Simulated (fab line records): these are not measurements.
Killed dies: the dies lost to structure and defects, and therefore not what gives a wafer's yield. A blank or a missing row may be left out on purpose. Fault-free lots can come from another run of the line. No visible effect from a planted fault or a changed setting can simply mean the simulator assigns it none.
Split-lot study    flow n5_finfet    on a route of 1938 steps: 7 lots, 21 wafers read

## THE SPLIT ITSELF
At N5_BEOL_M5_COAT_74 (time 60 s, resist thk 5 nm), the setting spin_rpm was moved away from the recipe's 1500 rpm on 6 of the 21 wafers read, by -3.7% to +7.5%. The other wafers ran this setting at the recipe's value.

## FROM THE SPLIT TO THE READING: what the file shows between them, 5 steps
- N5_BEOL_M5_EXPOSE_25: exposes mask V4, defocus 10 nm (also split here: dose_mj)
- N5_BEOL_M5_PEB_26: peb time 60 s
- N5_BEOL_M5_DEVELOP_27: develop time 30 s
- N5_BEOL_M5_CD_MEAS_28: target cd 30.6 nm, target cd y 20 nm
- N5_BEOL_M5_DESCUM_33: chemistry O2, time 7 s

## THE READING
etch.depth_nm (the simulator's own value, which no gauge read), in nm, at N5_BEOL_M5_ETCH_75 (etches underlayer in N2/H2, target depth 6.5 nm, time 5.2 s). There is no usual value for it anywhere in the file. Average 5.004 nm, standard deviation 0.011 nm, over the 15 wafers here run with the recipe.

wafer   tool, chamber at the split  spin_rpm as run, rpm  against the recipe  etch.depth_nm, nm  against lot-mates on the recipe
L074.1  litho_track-05, 0           1500                  recipe              4.999              -
L074.3  litho_track-05, 0           1500                  recipe              4.998              -
L074.6  litho_track-05, 0           1500                  recipe              5.005              -
L080.2  litho_track-05, 0           1500                  recipe              5.007              -
L080.3  litho_track-05, 0           1500                  recipe              4.987              -
L080.5  litho_track-05, 0           1500                  recipe              4.997              -
L091.3  litho_track-05, 0           1500                  recipe              4.997              -
L091.4  litho_track-05, 0           1500                  recipe              4.993              -
L091.5  litho_track-05, 0           1500                  recipe              4.995              -
L089.2  litho_track-01, 0           1500                  recipe              5.007              -
L089.4  litho_track-01, 0           1445                  -3.7%               5.086              +0.079
L089.6  litho_track-01, 0           1445                  -3.7%               5.08               +0.073
L092.3  litho_track-04, 0           1560                  +4.0%               4.89               -0.107
L092.4  litho_track-04, 0           1500                  recipe              4.997              -
L092.6  litho_track-04, 0           1560                  +4.0%               4.899              -0.098
L093.1  litho_track-01, 0           1613                  +7.5%               4.82               -0.191
L093.4  litho_track-01, 0           1500                  recipe              5.011              -
L093.5  litho_track-01, 0           1613                  +7.5%               4.822              -0.189
L097.1  litho_track-05, 0           1500                  recipe              5.022              -
L097.5  litho_track-05, 0           1500                  recipe              5.022              -
L097.4  litho_track-05, 0           1500                  recipe              5.021              -

FIT RESULTS
A straight line over all 21 wafers: etch.depth_nm changes by -0.0242 nm for each +1% of spin_rpm; r = -0.99; the points scatter about the line by 0.011 nm.
The same after taking each lot's own level away (the mean of its wafers on the recipe; 21 wafers): -0.0244 nm for each +1%; r = -1.00; scatter 0.0059 nm.
According to that fit, moving spin_rpm by its largest amount changes the reading by 0.18 nm.
The span of the lots' own levels, 4.9950 to 5.0217 nm, comes to 2.5 times the standard deviation stated above.
The two slopes agree, so the slope changes little with the lot-to-lot level.
Check: -0.184 nm against its lot-mates is what the line predicts for one of the wafers moved furthest among these (+7.5%) when that wafer is left out of the fit. Against them it came out at -0.191 nm.

## ADDITIONAL SPLITS CARRIED BY THESE WAFERS
Note: prior to the reading, these wafers also went through further splits. Each is held against what the fit with the lots' levels taken away leaves over:
other split on the same wafers      wafers away from the commonest value  r with etch.depth_nm (lot level and that fit taken away)
N5_BEOL_M3_EXPOSE_08 dose_mj        9                                     +0.25
N5_BEOL_M4_TRENCH_ETCH_37 source_w  6                                     +0.21
N5_BEOL_M5_EXPOSE_25 dose_mj        3                                     +0.02

## THE FILE'S OWN FIT
etch.depth_nm changes by -0.0247 nm for each +1% of spin_rpm, r = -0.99.
